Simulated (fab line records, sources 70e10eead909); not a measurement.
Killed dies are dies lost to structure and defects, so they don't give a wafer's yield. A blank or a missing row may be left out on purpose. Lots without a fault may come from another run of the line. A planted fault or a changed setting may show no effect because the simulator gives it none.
Which tool did it? | flow nand_harc | 12 lots, 36 wafers sampled, at 3 steps of a route of 1302

WHAT THE GAUGES READ, wafer by wafer
NHARC_P_BONDPAD_OVL_MEAS_38.
lot  | measured     | on         | overlay_x_nm (nm)
L075 | day 7 03:13  | overlay-02 | 7 7 7
L077 | day 7 19:17  | overlay-02 | 2 2 2
L079 | day 8 16:19  | overlay-02 | 15 15 15
L081 | day 9 22:11  | overlay-02 | -5 -5 -6
L083 | day 10 09:41 | overlay-01 | -2 -2 -2
L085 | day 11 05:28 | overlay-02 | 1 1 2
L089 | day 12 12:57 | overlay-02 | -8 -8 -8
L087 | day 12 16:17 | overlay-01 | -4 -4 -4
L091 | day 13 17:15 | overlay-02 | 2 1 1
L093 | day 14 13:46 | overlay-02 | 1 1 1
L094 | day 15 04:55 | overlay-01 | 0 0 1
L097 | day 16 02:13 | overlay-01 | -8 -8 -8

WHICH TOOL RAN EACH LOT (tool, then ch and the chambers of the sampled wafers, then the start)
lot  | NHARC_P_M2_ETCH_28                            | NHARC_P_M2_DEP_33
L075 | rie_diel-10 ch 0,2,3, day 7 01:31 or earlier  | pecvd-04 ch 1,2, day 7 01:31
L077 | rie_diel-02 ch 0,1,2, day 7 17:35 or earlier  | pecvd-04 ch 1,2, day 7 17:35
L079 | rie_diel-02 ch 0,1,3, day 8 14:37 or earlier  | pecvd-03 ch 0,1, day 8 14:37
L081 | rie_diel-05 ch 1,2,3, day 9 20:28 or earlier  | pecvd-04 ch 0,1,2, day 9 20:28
L083 | rie_diel-10 ch 0,1,3, day 10 08:12 or earlier | pecvd-04 ch 1,2, day 10 08:12
L085 | rie_diel-02 ch 1,2,3, day 11 03:59 or earlier | pecvd-03 ch 0,1,2, day 11 03:59
L089 | rie_diel-05 ch 0,3, day 12 11:15 or earlier   | pecvd-02 ch 0,1,2, day 12 11:15
L087 | rie_diel-05 ch 1,2, day 12 14:34 or earlier   | pecvd-02 ch 0,1, day 12 14:34
L091 | rie_diel-02 ch 0,1, day 13 15:33 or earlier   | pecvd-03 ch 0,1, day 13 15:33
L093 | rie_diel-05 ch 0,1,2, day 14 12:05 or earlier | pecvd-03 ch 0,1,2, day 14 12:05
L094 | rie_diel-05 ch 0,1,2, day 15 03:14 or earlier | pecvd-04 ch 0,1, day 15 03:14
L097 | rie_diel-10 ch 1,2,3, day 16 00:38 or earlier | pecvd-03 ch 0,2, day 16 00:38
- NHARC_P_M2_ETCH_28: etches the open film in CF4/N2, target depth 30 nm, time 72.99 s.
- NHARC_P_M2_DEP_33: deposits SiCN, target thk 30 nm.

THE ANSWER, worked out from the rows above alone
Rule: what is usual is taken from the lots themselves. Put in order of their means at a reading, lots are off if they are a third of the lots or fewer, leave a main group of 4 or more, and stand apart from it by a gap of 3 or more times the standard deviation of the main group's means; of several such gaps the widest counts. A main group whose means are all the same, to the digits that the tables above print for the reading, isn't used. A lot without any number at a reading at which 4 lots or more have one is off too. The other lots that the step has rows for count as sound.
No lot is off at any reading shown: from this, nothing can be told.

WHAT THE SIMULATOR HAD PUT IN
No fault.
